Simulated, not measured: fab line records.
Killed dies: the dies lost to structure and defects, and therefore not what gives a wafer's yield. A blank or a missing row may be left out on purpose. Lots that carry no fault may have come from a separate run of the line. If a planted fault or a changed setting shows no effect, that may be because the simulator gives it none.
fab line records -- flow n5Finfet
record lots=7, wafers=21, lastDay=17
route steps=1938 shown MOL_CONTACT_COAG@603 BEOL_M4@1111 PASSIVATION@1936
lots untouched by any fault: they come from a run of this same line in which no faults occurred
startH: hours from the record's opening day to when the first of the lot's shown wafers began -- waitH: hours from the lot's prior step to this one -- " same as the row above -- L1.1+2: a single row standing in for several wafers -- - no value, or no start was given -- * or withheld: withheld -- < > ~ a bound
route shown NAME@n: NAME is a module with steps in the file, n the number in the route of the first one -- usual: mean and standard deviation over wafers with no fault -- same: alike in all rows -- chamber/n: place in a boat -- sites: readings site by site -- _std_site: their standard deviation -- _edge_site: inner sites' mean taken away from outer sites' mean -- radiusMm: for every site, how far away it sits from the centre of the wafer -- mask NAME#n: copy n -- behind: tool/chamber where the wafer was last shaped -- hold: the reason the lot was held/the length of the hold in hours/how it ended -- device: transistor that didn't switch, given as n, p or np -- end of line: the route-end tests of the same wafers -- a step without rows: its recipe alone -- killed: not the wafer's yield, but the dies lost to structure and defects at the first sort -- map: the dies of a wafer, with x for killed, . for not killed, _ for no die there
set.NAME: setting as actually run; set.NAME@STEP: the setting as run at that earlier step -- model.NAME: the simulator's own value behind a step, which no gauge read
lots at selected steps of the route; one table per step, one row per wafer
services: a tool's chamber out of use, with start hour (startH, from the record's first day; less than 0 if before it), hours out, and reason
## steps
# step N5_MOL_CONTACT_COAG_OVL_MEAS_41
# recipe pointsPerWafer=522
# usual VD_OVL=0.1/0.79
# same pointsPerWafer=522
lot.wafer,tool,chamber,startH,waitH,VD_OVL[nm]
L658.1,overlay-02,0,101.62,0.0,-0.1
L658.2,overlay-02,0,101.62,0.0,-1.3
L658.4,overlay-02,0,101.62,0.0,-0.6
L663.2,overlay-02,0,137.77,0.0,1.9
L663.4,overlay-02,0,137.77,0.0,0.5
L663.6,overlay-02,0,137.77,0.0,0.4
L671.1,overlay-01,0,181.16,0.0,-0.4
L671.2,overlay-01,0,181.16,0.0,0.7
L671.6,overlay-01,0,181.16,0.0,0.6
L673.2,overlay-02,0,193.42,0.0,-0.3
L673.3,overlay-02,0,193.42,0.0,-0.2
L673.4,overlay-02,0,193.42,0.0,0.1
L678.4,overlay-01,0,224.55,0.0,-0.4
L678.5,overlay-01,0,224.55,0.0,0.7
L678.6,overlay-01,0,224.55,0.0,-0.1
L680.1,overlay-02,0,231.31,0.0,-0.6
L680.3,overlay-02,0,231.31,0.0,0.3
L680.6,overlay-02,0,231.31,0.0,-1.1
L681.2,overlay-01,0,235.04,0.0,-1.0
L681.4,overlay-01,0,235.04,0.0,-0.3
L681.6,overlay-01,0,235.04,0.0,-1.1
# step N5_MOL_CONTACT_COAG_INSPECT_42
# recipe mode=adi, inspectInstrument=brightfield
# usual rawDefectCount=213/54
lot.wafer,tool,chamber,startH,waitH,rawDefectCount
L658.1,defectInspect-02,-,101.68,0.1,316
L658.2,defectInspect-02,-,101.68,0.1,287
L658.4,defectInspect-02,-,101.68,0.1,150
L663.2,defectInspect-02,-,137.82,0.0,86
L663.4,defectInspect-02,-,137.82,0.0,155
L663.6,defectInspect-02,-,137.82,0.0,152
L671.1,defectInspect-02,-,181.21,0.1,137
L671.2,defectInspect-02,-,181.21,0.1,134
L671.6,defectInspect-02,-,181.21,0.1,285
L673.2,defectInspect-02,-,193.47,0.0,241
L673.3,defectInspect-02,-,193.47,0.0,170
L673.4,defectInspect-02,-,193.47,0.0,165
L678.4,defectInspect-02,-,224.59,0.0,255
L678.5,defectInspect-02,-,224.59,0.0,226
L678.6,defectInspect-02,-,224.59,0.0,261
L680.1,defectInspect-01,-,231.37,0.1,329
L680.3,defectInspect-01,-,231.37,0.1,192
L680.6,defectInspect-01,-,231.37,0.1,131
L681.2,defectInspect-02,-,235.09,0.0,174
L681.4,defectInspect-02,-,235.09,0.0,185
L681.6,defectInspect-02,-,235.09,0.0,284
# step N5_MOL_CONTACT_COAG_DESCUM_45
# recipe chemistry=O2, timeS=7, sourcePowerW=50, biasPowerW=20, pressureMtorr=20, rfFrequencyHz=2.712e+07, tempC=40, resist=CAR-EUV, o2FlowSccm=225
# usual drypumpMotorCurrentA=5.8/0.49, oesProductAu=0.77/0.059, rfVppV=243.6/1.1, showerheadPlenumPTorr=2.12/0.05, throttleValvePct=20.54/0.27
lot.wafer,tool,chamber,startH,waitH,drypumpMotorCurrentA,oesProductAu,rfHoursCounterH,rfVppV,showerheadPlenumPTorr,throttleValvePct
L658.1,rieDiel-02,0,101.71,0.0,6.5,0.90,34,245.9,2.21,20.32
L658.2,rieDiel-02,1,101.71,0.0,6.2,0.71,202,242.7,2.06,20.16
L658.4,rieDiel-02,3,101.71,0.0,5.9,0.78,99,242.7,2.11,20.73
L663.2,rieDiel-02,0,138.10,0.3,6.5,0.88,44,247.1,2.20,20.33
L663.4,rieDiel-02,2,138.10,0.3,5.1,0.73,179,240.9,2.10,20.95
L663.6,rieDiel-02,1,138.10,0.3,6.2,0.71,-,243.6,2.06,20.16
L671.1,rieDiel-05,1,181.25,0.0,6.2,0.84,85,242.0,2.12,20.60
L671.2,rieDiel-05,3,181.25,0.0,5.5,0.82,92,244.9,2.23,20.40
L671.6,rieDiel-05,3,181.25,0.0,5.5,0.83,-,245.2,2.23,20.39
L673.2,rieDiel-02,1,193.50,0.0,6.3,0.70,227,242.7,2.05,20.20
L673.3,rieDiel-02,0,193.50,0.0,6.5,0.86,58,244.9,2.20,20.32
L673.4,rieDiel-02,2,193.50,0.0,5.1,0.72,192,243.1,2.09,20.97
L678.4,rieDiel-06,2,224.98,0.4,5.5,0.76,-,243.1,2.09,20.27
L678.5,rieDiel-06,1,224.98,0.4,5.7,0.69,-,243.0,2.17,20.66
L678.6,rieDiel-06,0,224.98,0.4,6.4,0.70,-,242.1,2.08,20.91
L680.1,rieDiel-05,2,231.41,0.0,4.9,0.72,204,243.8,2.16,20.19
L680.3,rieDiel-05,1,231.41,0.0,6.2,0.81,104,244.0,2.12,20.67
L680.6,rieDiel-05,1,231.41,0.0,6.2,0.81,-,244.0,2.11,20.64
L681.2,rieDiel-02,1,235.12,0.0,6.3,0.69,243,243.6,2.05,20.21
L681.4,rieDiel-02,1,235.12,0.0,6.3,0.69,-,243.8,2.05,20.22
L681.6,rieDiel-02,3,235.12,0.0,5.9,0.75,-,243.2,2.10,20.78
# step N5_MOL_CONTACT_COAG_ETCH_65
# recipe chemistry=N2/H2, target=underlayer, targetDepthA=130, maskMaterial=CAR-EUV, timeS=10.4, ionEnergyEv=200, pressureMtorr=30, sourceW=840, biasW=150, n2FlowSccm=200, h2FlowSccm=200, ends=cleared
# step N5_MOL_CONTACT_COAG_ETCH_66
# recipe chemistry=CF4, target=SiARC, targetDepthA=130, maskMaterial=CAR-EUV, timeS=21.7, ionEnergyEv=80, pressureMtorr=40, sourceW=545, biasW=36, Ar_flow_sccm=100, cf4FlowSccm=100, ends=cleared
# step N5_MOL_CONTACT_COAG_ALD_133
# recipe material=SiO2, targetThkA=50, tempC=100, aldPrecursorFamily=BDEAS, aldCoReactant=O2-plasma, pulseTimeS=1, coReactantPulseTimeS=1, purgeTimeS=2, coReactantPurgeTimeS=2, aldCycles=35, pressureTorr=2
# usual chamberPressureTorr=2.000/0.0041, heaterPowerW=76/7.3, precursorPulseHeightRel=0.998/0.018
lot.wafer,tool,chamber,startH,waitH,chamberPressureTorr,heaterPowerW,precursorPulseHeightRel
L658.1,aldSin-03,0,102.02,0.2,1.995,77,1.027
L658.2,aldSin-03,2,102.02,0.2,1.993,64,0.979
L658.4,aldSin-03,1,102.02,0.2,1.996,66,0.986
L663.2,aldSin-02,2,138.23,0.1,1.999,81,0.977
L663.4,aldSin-02,1,138.23,0.1,2.006,72,0.998
L663.6,aldSin-02,1,138.23,0.1,1.998,72,1.026
L671.1,aldSin-03,3,181.59,0.3,2.005,80,1.008
L671.2,aldSin-03,0,181.59,0.3,1.999,78,1.005
L671.6,aldSin-03,2,181.59,0.3,1.998,68,0.994
L673.2,aldSin-02,2,193.78,0.2,2.000,84,0.977
L673.3,aldSin-02,0,193.78,0.2,2.005,71,1.003
L673.4,aldSin-02,1,193.78,0.2,1.996,73,1.030
L678.4,aldSin-02,2,225.10,0.0,2.002,82,0.969
L678.5,aldSin-02,2,225.10,0.0,2.006,82,0.966
L678.6,aldSin-02,1,225.10,0.0,1.999,73,0.995
L680.1,aldSin-02,3,231.54,0.1,2.009,74,1.033
L680.3,aldSin-02,1,231.54,0.1,2.003,72,0.970
L680.6,aldSin-02,0,231.54,0.1,2.001,71,0.997
L681.2,aldSin-03,3,235.26,0.1,2.004,83,0.987
L681.4,aldSin-03,0,235.26,0.1,1.998,78,0.995
L681.6,aldSin-03,0,235.26,0.1,1.993,77,1.009
# step N5_MOL_CONTACT_COAG_ETCHBACK_134
# recipe chemistry=CHF3, target=SiO2, targetDepthA=100, timeS=6.7, ionEnergyEv=200, pressureMtorr=30, sourceW=610, biasW=170, Ar_flow_sccm=200, CHF3_flow_sccm=50
# usual drypumpMotorCurrentA=5.8/0.5, mfcArSccm=200.0/0.61, oesProductAu=0.77/0.058, rfVppV=519/12, showerheadPlenumPTorr=2.42/0.044, throttleValvePct=18.82/0.23
lot.wafer,tool,chamber,startH,waitH,drypumpMotorCurrentA,mfcArSccm,oesProductAu,rfHoursCounterH,rfVppV,showerheadPlenumPTorr,throttleValvePct
L658.1,rieDiel-05,2,102.20,0.1,4.9,199.3,0.75,158,534,2.47,18.42
L658.2,rieDiel-05,3,102.20,0.1,5.5,199.5,0.86,62,514,2.50,18.39
L658.4,rieDiel-05,0,102.20,0.1,5.5,199.9,0.82,90,531,2.42,19.00
L663.2,rieDiel-02,2,138.41,0.1,5.1,200.2,0.72,179,511,2.39,19.23
L663.4,rieDiel-02,3,138.41,0.1,5.9,200.2,0.77,110,499,2.39,18.99
L663.6,rieDiel-02,0,138.41,0.1,6.5,200.2,0.87,-,519,2.51,18.68
L671.1,rieDiel-05,2,181.79,0.1,4.9,199.5,0.74,186,535,2.46,18.47
L671.2,rieDiel-05,3,181.79,0.1,5.5,199.9,0.81,93,515,2.49,18.44
L671.6,rieDiel-05,2,181.79,0.1,4.9,199.8,0.73,-,536,2.46,18.47
L673.2,rieDiel-05,3,193.96,0.1,5.5,199.6,0.80,96,514,2.49,18.47
L673.3,rieDiel-05,2,193.96,0.1,4.9,199.8,0.73,190,535,2.46,18.48
L673.4,rieDiel-05,0,193.96,0.1,5.5,200.1,0.78,125,533,2.40,19.07
L678.4,rieDiel-05,3,225.39,0.2,5.4,200.4,0.79,108,515,2.48,18.48
L678.5,rieDiel-05,1,225.39,0.2,6.2,200.8,0.82,-,535,2.41,18.90
L678.6,rieDiel-05,2,225.39,0.2,4.9,200.1,0.73,-,535,2.45,18.50
L680.1,rieDiel-05,1,231.72,0.1,6.2,200.0,0.80,104,537,2.41,18.91
L680.3,rieDiel-05,0,231.72,0.1,5.5,200.2,0.77,139,533,2.40,19.08
L680.6,rieDiel-05,2,231.72,0.1,4.9,200.3,0.72,-,536,2.45,18.49
L681.2,rieDiel-06,0,235.59,0.3,6.4,199.5,0.69,225,507,2.35,19.10
L681.4,rieDiel-06,2,235.59,0.3,5.5,199.7,0.75,-,509,2.39,18.69
L681.6,rieDiel-06,0,235.59,0.3,6.4,200.0,0.69,-,508,2.35,19.11
# step N5_MOL_CONTACT_COAG_ETCH_67
# recipe chemistry=N2/H2, target=SOC, targetDepthA=600, overetchA=210, maskMaterial=SiARC, tempC=40, timeS=101.2, ionEnergyEv=200, pressureMtorr=30, sourceW=840, biasW=150, n2FlowSccm=200, h2FlowSccm=200
# step N5_MOL_CONTACT_COAG_STRIP_68
# recipe chemistry=N2/H2, tempC=40, n2FlowSccm=200, h2FlowSccm=200, rfFrequencyHz=6e+07
# step N5_MOL_CONTACT_COAG_STRIP_69
# recipe chemistry=N2/H2, tempC=40, n2FlowSccm=200, h2FlowSccm=200, rfFrequencyHz=6e+07
# step N5_MOL_CONTACT_COAG_ETCHBACK_136
# recipe chemistry=CHF3, target=SiO2, targetDepthA=250, timeS=16.7, ionEnergyEv=200, pressureMtorr=30, sourceW=610, biasW=170, Ar_flow_sccm=200, CHF3_flow_sccm=50
# usual drypumpMotorCurrentA=5.8/0.5, mfcArSccm=199.9/0.56, oesProductAu=0.77/0.058, rfVppV=519/12, showerheadPlenumPTorr=2.42/0.044, throttleValvePct=18.82/0.23
lot.wafer,tool,chamber,startH,waitH,drypumpMotorCurrentA,mfcArSccm,oesProductAu,rfHoursCounterH,rfVppV,showerheadPlenumPTorr,throttleValvePct
L658.1,rieDiel-05,2,102.32,0.0,4.9,200.5,0.76,158,536,2.47,18.43
L658.2,rieDiel-05,3,102.32,0.0,5.5,200.5,0.86,62,517,2.50,18.39
L658.4,rieDiel-05,0,102.32,0.0,5.5,200.6,0.83,90,531,2.42,19.02
L663.2,rieDiel-02,2,138.54,0.0,5.1,199.4,0.72,179,512,2.39,19.22
L663.4,rieDiel-02,3,138.54,0.0,5.9,199.7,0.77,110,499,2.39,19.01
L663.6,rieDiel-02,0,138.54,0.0,6.5,200.1,0.88,-,518,2.51,18.67
L671.1,rieDiel-05,2,181.91,0.0,4.9,199.7,0.72,186,536,2.46,18.46
L671.2,rieDiel-05,3,181.91,0.0,5.5,200.0,0.81,93,516,2.49,18.44
L671.6,rieDiel-05,2,181.91,0.0,4.9,199.7,0.73,-,534,2.46,18.47
L673.2,rieDiel-05,3,194.08,0.0,5.5,200.1,0.81,96,516,2.49,18.46
L673.3,rieDiel-05,2,194.08,0.0,4.9,199.7,0.73,190,535,2.46,18.47
L673.4,rieDiel-05,0,194.08,0.0,5.5,200.4,0.78,125,531,2.40,19.05
L678.4,rieDiel-05,3,225.52,0.0,5.4,199.3,0.80,108,515,2.48,18.48
L678.5,rieDiel-05,1,225.52,0.0,6.2,199.7,0.81,-,537,2.41,18.91
L678.6,rieDiel-05,2,225.52,0.0,4.9,199.6,0.72,-,534,2.45,18.47
L680.1,rieDiel-05,1,231.84,0.0,6.2,201.1,0.81,104,538,2.41,18.91
L680.3,rieDiel-05,0,231.84,0.0,5.5,199.0,0.77,139,532,2.40,19.05
L680.6,rieDiel-05,2,231.84,0.0,4.9,200.2,0.72,-,535,2.45,18.48
L681.2,rieDiel-06,0,235.71,0.0,6.4,199.1,0.68,225,508,2.35,19.10
L681.4,rieDiel-06,2,235.71,0.0,5.5,199.0,0.75,-,507,2.39,18.69
L681.6,rieDiel-06,0,235.71,0.0,6.4,199.2,0.68,-,508,2.35,19.10
# step N5_MOL_CONTACT_COAG_STRIP_120
# recipe chemistry=CHF3, resist=SiARC, rfFrequencyHz=6e+07
# step N5_MOL_CONTACT_COAG_VIA_ETCH_117
# recipe chemistry=C4F6/O2, targetDepthA=400, overetchA=80, maskMaterial=SOC, target=SiO2, biasW=455, pressureMtorr=10, timeS=26, sourceW=325, Ar_flow_sccm=300, C4F6_flow_sccm=10, O2_flow_sccm=10, ionEnergyEv=575.3, ends=endPoint
# usual biasW=455.1/1.3, drypumpMotorCurrentA=5.8/0.5, mfcArSccm=299.9/0.86, oesProductAu=0.69/0.048, rfVppV=1572/33, showerheadPlenumPTorr=2.88/0.051, throttleValvePct=41.3/0.58
lot.wafer,tool,chamber,startH,waitH,biasW,drypumpMotorCurrentA,mfcArSccm,oesProductAu,rfHoursCounterH,rfVppV,showerheadPlenumPTorr,throttleValvePct
L658.1,rieDiel-05,2,102.36,0.0,454.6,4.9,299.6,0.68,158,1618,2.94,40.2
L658.2,rieDiel-05,3,102.36,0.0,453.5,5.5,298.2,0.76,62,1567,2.99,40.7
L658.4,rieDiel-05,0,102.36,0.0,455.5,5.5,300.3,0.70,90,1612,2.88,41.3
L663.2,rieDiel-02,2,138.57,0.0,454.7,5.1,301.6,0.66,179,1555,2.85,42.0
L663.4,rieDiel-02,3,138.57,0.0,455.9,5.8,299.6,0.69,110,1516,2.86,41.0
L663.6,rieDiel-02,0,138.57,0.0,453.4,6.5,301.4,0.78,-,1574,2.98,40.7
L671.1,rieDiel-05,2,181.94,0.0,457.5,4.9,299.6,0.66,186,1616,2.93,40.3
L671.2,rieDiel-05,3,181.94,0.0,455.9,5.5,299.5,0.73,93,1567,2.97,40.8
L671.6,rieDiel-05,2,181.94,0.0,456.6,4.9,300.1,0.66,-,1617,2.93,40.3
L673.2,rieDiel-05,3,194.12,0.0,431.3,5.4,300.1,0.73,96,1502,2.97,40.8
L673.3,rieDiel-05,2,194.12,0.0,431.9,4.9,300.4,0.66,190,1550,2.93,40.3
L673.4,rieDiel-05,0,194.12,0.0,431.2,5.5,300.0,0.68,125,1543,2.87,41.4
L678.4,rieDiel-05,3,225.55,0.0,429.7,5.5,300.1,0.72,108,1500,2.97,40.8
L678.5,rieDiel-05,1,225.55,0.0,428.8,6.2,299.5,0.73,-,1552,2.88,42.0
L678.6,rieDiel-05,2,225.55,0.0,433.3,4.9,300.2,0.65,-,1548,2.92,40.3
L680.1,rieDiel-05,1,231.88,0.0,430.5,6.2,298.3,0.73,104,1552,2.87,42.0
L680.3,rieDiel-05,0,231.88,0.0,431.0,5.5,298.6,0.67,139,1543,2.86,41.4
L680.6,rieDiel-05,2,231.88,0.0,430.3,4.9,300.6,0.65,-,1549,2.92,40.3
L681.2,rieDiel-06,0,235.75,0.0,454.3,6.4,300.7,0.62,225,1540,2.80,42.1
L681.4,rieDiel-06,2,235.75,0.0,453.4,5.5,300.8,0.68,-,1541,2.85,41.1
L681.6,rieDiel-06,0,235.75,0.0,456.7,6.4,301.4,0.62,-,1539,2.80,42.1
# step N5_MOL_CONTACT_COAG_ETCH_124
# recipe chemistry=CH3F/O2, target=SiNx, targetDepthA=65, maskMaterial=SOC, stopOn=SiOC, overEtchFrac=0.3, ionEnergyEv=120, pressureMtorr=30, sourceW=395, biasW=73, Ar_flow_sccm=150, CH3F_flow_sccm=30, O2_flow_sccm=20, ends=endPoint
# usual biasW=72.99/0.21, drypumpMotorCurrentA=5.8/0.5, mfcArSccm=149.9/0.45, oesProductAu=0.66/0.047, rfVppV=294/6.5, showerheadPlenumPTorr=2.03/0.038, throttleValvePct=16.41/0.22
lot.wafer,tool,chamber,startH,waitH,biasW,drypumpMotorCurrentA,mfcArSccm,oesProductAu,rfHoursCounterH,rfVppV,showerheadPlenumPTorr,throttleValvePct
L658.1,rieDiel-05,2,102.39,0.0,73.41,4.9,149.9,0.66,158,303,2.08,16.02
L658.2,rieDiel-05,3,102.39,0.0,72.87,5.5,150.0,0.73,62,294,2.11,16.01
L658.4,rieDiel-05,0,102.39,0.0,72.99,5.5,149.8,0.69,90,303,2.03,16.53
L663.2,rieDiel-02,2,138.60,0.0,73.13,5.1,150.2,0.63,179,290,2.01,16.81
L663.4,rieDiel-02,3,138.60,0.0,73.07,5.9,150.9,0.66,110,283,2.01,16.60
L663.6,rieDiel-02,0,138.60,0.0,72.85,6.5,149.7,0.74,-,295,2.11,16.23
L671.1,rieDiel-05,2,181.97,0.0,73.20,4.9,149.8,0.63,186,303,2.07,16.08
L671.2,rieDiel-05,3,181.97,0.0,72.61,5.5,150.0,0.69,93,293,2.10,16.08
L671.6,rieDiel-05,2,181.97,0.0,73.37,4.9,150.6,0.63,-,302,2.07,16.07
L673.2,rieDiel-05,3,194.15,0.0,73.50,5.5,149.4,0.69,96,294,2.10,16.07
L673.3,rieDiel-05,2,194.15,0.0,73.27,4.9,150.4,0.63,190,303,2.06,16.07
L673.4,rieDiel-05,0,194.15,0.0,73.18,5.5,150.1,0.65,125,302,2.02,16.60
L678.4,rieDiel-05,3,225.58,0.0,73.09,5.5,149.3,0.68,108,292,2.09,16.10
L678.5,rieDiel-05,1,225.58,0.0,72.97,6.2,149.7,0.69,-,305,2.03,16.48
L678.6,rieDiel-05,2,225.58,0.0,73.09,4.9,149.9,0.63,-,303,2.06,16.09
L680.1,rieDiel-05,1,231.90,0.0,73.22,6.2,149.4,0.70,104,305,2.03,16.47
L680.3,rieDiel-05,0,231.90,0.0,72.70,5.5,150.1,0.65,139,302,2.01,16.63
L680.6,rieDiel-05,2,231.90,0.0,72.76,4.9,150.1,0.62,-,304,2.06,16.10
L681.2,rieDiel-06,0,235.78,0.0,72.69,6.4,149.2,0.59,225,288,1.97,16.70
L681.4,rieDiel-06,2,235.78,0.0,73.29,5.5,149.8,0.65,-,288,2.01,16.30
L681.6,rieDiel-06,0,235.78,0.0,72.81,6.4,149.9,0.59,-,288,1.97,16.69
# step N5_BEOL_M4_RC_MEAS_101
# usual DIBL_N=35.9/1.6, DIBL_P=35.6/2.1, IOFF_N=0.149/0.029, IOFF_P=0.20/0.033, ION_N=671/11, ION_P=460/7.3, SS_N=71.4/0.62, SS_P=73.2/0.65, VT_N=251/3.1, VT_P=-251/3.4
lot.wafer,tool,chamber,startH,waitH,DIBL_N[mV/V],DIBL_P[mV/V],IOFF_N[nA/um],IOFF_P[nA/um],ION_N[uA/um],ION_P[uA/um],SS_N[mV/dec],SS_P[mV/dec],VT_N[mV],VT_P[mV]
L658.1,prober-02,0,165.30,0.0,34.7,35.3,0.124,0.17,662,454,71.0,73.4,256,-254
L658.2,prober-02,0,165.30,0.0,34.8,35.0,0.120,0.16,652,450,70.7,73.1,255,-255
L658.4,prober-02,0,165.30,0.0,36.1,34.7,0.132,0.15,653,445,71.4,73.5,254,-258
L663.2,prober-02,0,199.87,0.2,32.4,30.0,0.096,0.14,664,464,70.0,71.4,256,-251
L663.4,prober-02,0,199.87,0.2,37.6,35.8,0.164,0.21,673,468,72.2,72.9,249,-251
L663.6,prober-02,0,199.87,0.2,34.1,31.9,0.115,0.17,673,464,70.5,72.5,254,-250
L671.1,prober-01,0,246.60,0.0,34.1,31.6,0.125,0.17,665,459,71.2,72.4,250,-253
L671.2,prober-01,0,246.60,0.0,35.4,34.4,0.139,0.21,665,465,71.1,73.7,250,-249
L671.6,prober-01,0,246.60,0.0,33.1,31.5,0.106,0.16,668,457,70.7,72.6,253,-251
L673.2,prober-01,0,257.49,0.2,38.9,37.7,0.172,0.21,681,459,72.8,74.3,249,-253
L673.3,prober-01,0,257.49,0.2,35.9,35.4,0.135,0.18,668,458,71.1,74.0,251,-253
L673.4,prober-01,0,257.49,0.2,35.8,36.1,0.137,0.18,680,466,71.0,73.4,253,-252
L678.4,prober-01,0,283.83,0.5,35.0,33.9,0.123,0.19,661,459,72.3,73.0,254,-252
L678.5,prober-01,0,283.83,0.5,34.4,33.4,0.119,0.18,657,459,71.1,72.4,254,-251
L678.6,prober-01,0,283.83,0.5,35.0,34.5,0.129,0.21,673,470,71.4,72.9,252,-250
L680.1,prober-02,0,300.46,0.0,39.6,38.6,0.223,0.27,694,476,72.4,74.5,242,-244
L680.3,prober-02,0,300.46,0.0,37.8,37.6,0.195,0.25,690,467,71.7,73.5,247,-248
L680.6,prober-02,0,300.46,0.0,37.5,37.1,0.180,0.24,675,464,71.8,73.3,246,-247
L681.2,prober-02,0,303.91,0.2,39.4,39.3,0.237,0.26,691,466,73.0,74.6,247,-247
L681.4,prober-02,0,303.91,0.2,33.0,32.5,0.124,0.16,677,458,70.6,72.5,251,-251
L681.6,prober-02,0,303.91,0.2,36.5,35.8,0.169,0.20,688,464,71.6,73.4,249,-251
# step N5_PASSIVATION_PROBE_49
# usual defectLimitedYield=90.9/1.5, killed_at_M0_to_M3=36/9.9, killed_at_M4_up=13/4.5, killedAtContacts=13/6.4, killedAtFrontEnd=42/12, killedAtOther=3.4/3, killedDies=107/18, killedOpen=69/13, killedShort=35/8.2, sort_bin_5_function=5.3/1.1, sort_bin_6_memory=3.4/0.69, sort_bin_8_speed=0.00/0.0071, sortNPass=1073/18, sortYieldPct=90.9/1.5
# same grossDies=1180, killedAtBackSide=0, sort_bin_4_leakage[%]=0
lot.wafer,tool,chamber,startH,waitH,defectLimitedYield[%],killed_at_M0_to_M3,killed_at_M4_up,killedAtContacts,killedAtFrontEnd,killedAtOther,killedDies,killedOpen,killedShort,sort_bin_5_function[%],sort_bin_6_memory[%],sort_bin_8_speed[%],sortNPass,sortYieldPct[%]
L663.2,prober-01,-,298.77,0.1,91.2,35,10,14,43,2,104,69,34,5.6,3.0,0,1076,91.2
L663.4,prober-01,-,298.87,0.2,91.2,38,7,10,49,0,104,67,35,5.1,3.3,0,1076,91.2
L663.6,prober-01,-,298.97,0.3,89.2,33,10,12,71,1,127,87,29,5.0,4.6,0,1053,89.2
L680.1,prober-02,-,394.94,0.0,90.7,39,11,21,37,2,110,79,28,5.9,3.1,0,1070,90.7
L680.3,prober-02,-,395.04,0.1,89.7,35,16,8,59,4,122,84,38,5.3,4.8,0,1058,89.7
L680.6,prober-02,-,395.19,0.3,92.7,25,9,12,36,4,86,49,36,3.9,3.1,0,1094,92.7
L681.2,prober-02,-,407.28,0.1,91.1,32,20,27,25,1,105,76,27,4.7,3.7,0,1075,91.1
L681.4,prober-02,-,407.38,0.2,91.4,26,17,21,33,5,102,78,21,5.4,2.8,0,1078,91.4
L681.6,prober-02,-,407.48,0.3,91.5,26,9,25,39,1,100,70,28,4.7,3.5,0,1080,91.5
# killed by level:class
L663.2 FIN_SAQP:geometricParticle:open=12 BEOL_M3:geometricParticle:open=9 MOL_CONTACT_COAG:geometricParticle:short=7 STI_FIN_REVEAL:geometricParticle:open=7 MOL_CONTACT_COAG:geometricParticle:open=7 BEOL_M0_SAQP:geometricParticle:open=7 DUMMY_GATE:geometricParticle:open=6 BEOL_M1:geometricParticle:open=6
L663.4 FIN_SAQP:geometricParticle:open=14 STI_FIN_REVEAL:geometricParticle:open=9 MOL_CONTACT_COAG:geometricParticle:open=9 BEOL_M0_SAQP:geometricParticle:open=8 BEOL_M2:geometricParticle:short=8 BEOL_M0_SAQP:geometricParticle:short=6 BEOL_M1:geometricParticle:open=6 FIN_SAQP:geometricParticle:short=5
L663.6 FIN_SAQP:geometricParticle:open=39 BEOL_M2:geometricParticle:short=11 MOL_CONTACT_COAG:geometricParticle:open=9 HKMG_FIN:areaEtch=8 STI_FIN_REVEAL:geometricParticle:open=7 FIN_SAQP:geometricParticle:short=6 BEOL_M1:geometricParticle:open=5 BEOL_M0_SAQP:geometricParticle:short=4
L680.1 MOL_CONTACT_COAG:geometricParticle:open=19 BEOL_M1:geometricParticle:open=10 BEOL_M3:geometricParticle:open=9 FIN_SAQP:geometricParticle:open=7 DUMMY_GATE:geometricParticle:open=7 BEOL_M0_SAQP:geometricParticle:short=6 GATE_CUT:geometricParticle:short=5 STARTING-WAFER:geometricParticle:open=5
L680.3 FIN_SAQP:geometricParticle:open=18 FIN_SAQP:geometricParticle:short=12 BEOL_M3:geometricParticle:open=11 BEOL_M2:geometricParticle:open=10 STI_FIN_REVEAL:geometricParticle:open=8 BEOL_M4:geometricParticle:open=8 MOL_CONTACT_COAG:geometricParticle:open=7 ILD0:geometricParticle:open=4
L680.6 MOL_CONTACT_COAG:geometricParticle:open=9 FIN_SAQP:geometricParticle:short=6 STI_FIN_REVEAL:geometricParticle:open=6 BEOL_M2:geometricParticle:open=6 BEOL_M0_SAQP:geometricParticle:short=6 FIN_SAQP:geometricParticle:open=5 ILD0:geometricParticle:short=4 BEOL_M1:geometricParticle:open=4
L681.2 MOL_CONTACT_COAG:geometricParticle:open=21 BEOL_M1:geometricParticle:open=11 BEOL_M0:geometricParticle:open=8 BEOL_M4:geometricParticle:open=6 BEOL_M5:geometricParticle:open=6 FIN_SAQP:geometricParticle:short=5 MOL_CONTACT_COAG:geometricParticle:short=5 BEOL_M3:geometricParticle:open=5
L681.4 MOL_CONTACT_COAG:geometricParticle:open=18 STI_FIN_REVEAL:geometricParticle:open=12 BEOL_M0_SAQP:geometricParticle:open=10 BEOL_M1:geometricParticle:open=7 BEOL_M5:geometricParticle:open=6 FIN_SAQP:geometricParticle:short=5 BEOL_M2:geometricParticle:open=5 FIN_SAQP:geometricParticle:open=4
L681.6 MOL_CONTACT_COAG:geometricParticle:open=22 STI_FIN_REVEAL:geometricParticle:open=15 BEOL_M2:geometricParticle:open=10 BEOL_M0_SAQP:geometricParticle:short=5 STI_FIN_REVEAL:geometricParticle:short=4 DUMMY_GATE:geometricParticle:open=4 GATE_CUT:geometricParticle:short=4 MOL_CONTACT_COAG:geometricParticle:short=3
## services
tool,chamber,startH,hours,kind
rieDiel-06,3,91.74,2.4,repair
aldSin-03,0,108.65,1.6,repair
aldSin-03,1,110.91,6.8,repair
aldSin-02,-,112.32,0.6,repair
aldSin-02,-,134.75,2.8,pm
rieDiel-02,-,156.72,16.8,repair
rieDiel-06,1,161.09,4.9,repair
rieDiel-05,2,164.28,5.6,repair
aldSin-02,-,177.21,14.0,pm
aldSin-02,0,177.21,14.0,ventCycle
aldSin-02,1,177.21,14.0,ventCycle
aldSin-02,2,177.21,15.1,ventCycle
aldSin-02,3,177.21,14.0,ventCycle
aldSin-02,0,191.21,-,clean
aldSin-02,1,191.21,-,clean
aldSin-02,3,191.21,-,clean
aldSin-02,-,206.42,0.3,repair
rieDiel-06,3,211.16,15.1,repair
rieDiel-02,2,226.34,13.2,repair
rieDiel-06,1,233.21,4.6,repair
## key
firstSign step=N5_MOL_CONTACT_COAG_VIA_ETCH_117, reading=biasW, direction=down, sigmas=18, usual=*, struck=*
effect none on later readings
metAt N5_MOL_CONTACT_COAG_VIA_ETCH_117
struckWafers L673.2,L673.3,L673.4,L678.4,L678.5,L678.6,L680.1,L680.3,L680.6
onsetBetween 181.94 194.12
fault kind=processParameterDrift, tool=rieDiel-05, chamber=-, onsetH=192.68, steps=N5_MOL_CONTACT_COAG_VIA_ETCH_117, channel=biasW, offset=*, shape=step, endH=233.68, actsIn=*, stated=*
